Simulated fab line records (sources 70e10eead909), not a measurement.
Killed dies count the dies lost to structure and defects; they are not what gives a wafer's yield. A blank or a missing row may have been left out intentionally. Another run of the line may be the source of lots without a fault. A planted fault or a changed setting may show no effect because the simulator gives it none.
Problem report in the 8D (eight disciplines) form, filled by code :: flow nandHarc :: the parts of the form that need people (team, actions taken, sign-off) are left out

## 1. THE PROBLEM
NHARC_P_M0_CD_MEAS_09, cdNm: mean 66.9 nm over 1 wafer from 1 lot; wafers with no fault: 90.2 nm, standard deviation 0.49. Relative to the usual mean, that is a shift of -48 standard deviations.
The step: target cd 90 nm.
Seen first at day 9 21:55 on cdSem-01, wafer L839.4. At this step, 39 wafers from 13 lots have a number in the record. Rule for "out" (also "out of limits"): further than 4 standard deviations from the usual mean. All remaining wafers that have a number are taken as sound.

## 2. WHAT IT IS, AND WHAT IT ISN'T
question: which readings at this step
is: cdNm
is not: -

question: which lots
is: L839
is not: L825, L826, L827, L828, L830, L832, L842, L844, L845, L846, L847, L848

question: which wafers of those lots
is: L839.4
is not: L839.1, L839.6

question: read on which gauges
is: cdSem-01
is not: cdSem-02, cdSem-03

question: when
is: from day 9 21:55
is not: up to then (20 sound wafers); but 18 sound wafers of L842, L844, L845, L846, L847, L848 came after

## 3. SUSPECTS, AND WHAT RULES EACH OUT
Counting: a tool at a process step up to the reading stays a suspect if it ran every lot that is out. Sound lots after the first of them don't rule it out here, since some wafers of a struck lot are sound.
- the gauge at NHARC_P_M0_CD_MEAS_09 has been ruled out. All the wafers that are out were read on cdSem-01, but those of them that NHARC_P_M0_PEB_07 has rows for are out there too, on other tools.
- rieDiel-13 at NHARC_P_CONTACT_ETCH_36 (etches the open film in N2/H2, target depth 260 nm, time 406.25 s): kept. The lot that is out, L839, ran on it at day 9 21:01; the last sound lot it ran before that was L832, at day 8 02:10. With no start given for some of its lots, NHARC_P_CONTACT_ETCH_36 uses the hours and lot order of NHARC_P_CONTACT_INSPECT_27.
- cvdW-01 at NHARC_P_CONTACT_CVD_23 (deposits W, target thk 200 nm, time 557 s): kept. The lot that is out, L839, ran on it at day 9 21:01; the last sound lot it ran before that was L832, at day 8 02:10. With no start given for some of its lots, NHARC_P_CONTACT_CVD_23 uses the hours and lot order of NHARC_P_CONTACT_INSPECT_27.
- lithoTrack-04 at NHARC_P_M0_PEB_07 (peb time 65 s): kept. The lot that is out, L839, ran on it at day 9 21:50; the last sound lot it ran before that was L832, at day 8 02:52. Its own heaterPowerTotalW readings are out on those wafers.
- Within rieDiel-13 at NHARC_P_CONTACT_ETCH_36: the wafers that are out ran in chamber 1; their sound lot-mates ran in chamber 3.
Still standing after the count: rieDiel-13 at NHARC_P_CONTACT_ETCH_36, cvdW-01 at NHARC_P_CONTACT_CVD_23, lithoTrack-04 at NHARC_P_M0_PEB_07.

## 4. THE CAUSE (what the simulator had put in)
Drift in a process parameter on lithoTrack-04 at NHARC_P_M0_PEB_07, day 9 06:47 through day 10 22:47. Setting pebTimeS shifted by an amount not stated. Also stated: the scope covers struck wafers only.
This tool is one of the 3 suspects left after counting.

## 5. THE CHAIN OF EFFECTS, in route order
One row per reading whose mean, taken over the struck wafers that have a number, lies over 3 standard deviations from the usual. Scope: only readings with a usual standard deviation given in the record; hours: median across lots of the time from each lot's start at the first step in this table that gives one to its start at this step; sigmas: change in usual standard deviations.
hours: 0
step: NHARC_P_M0_PEB_07
reading: heaterPowerTotalW
usual: 156.6 W
on struck wafers: 216.8
change: +60.2
sigmas: +99 or more

hours: 0
step: NHARC_P_M0_CD_MEAS_09
reading: cdNm
usual: 90.2 nm
on struck wafers: 66.9
change: -23.3
sigmas: -48
It contains these process steps:
- NHARC_P_M0_PEB_07: peb time 65 s.

## 6. WHAT WOULD HAVE CAUGHT IT SOONER
Counted from the fault's start at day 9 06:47, it took 15 hours until the first out-of-limits reading at a measuring or inspecting step in this record, taken at day 9 21:55.
Tool's own readings at NHARC_P_M0_PEB_07, heaterPowerTotalW: out on all struck wafers the step has rows for; an alarm limit on them would have tripped on the first.
The start of NHARC_P_M0_PEB_07 on lithoTrack-04 came by day 9 21:55 for every one of the lots that are out (1). A hold on the tool at that time would have spared none of them.
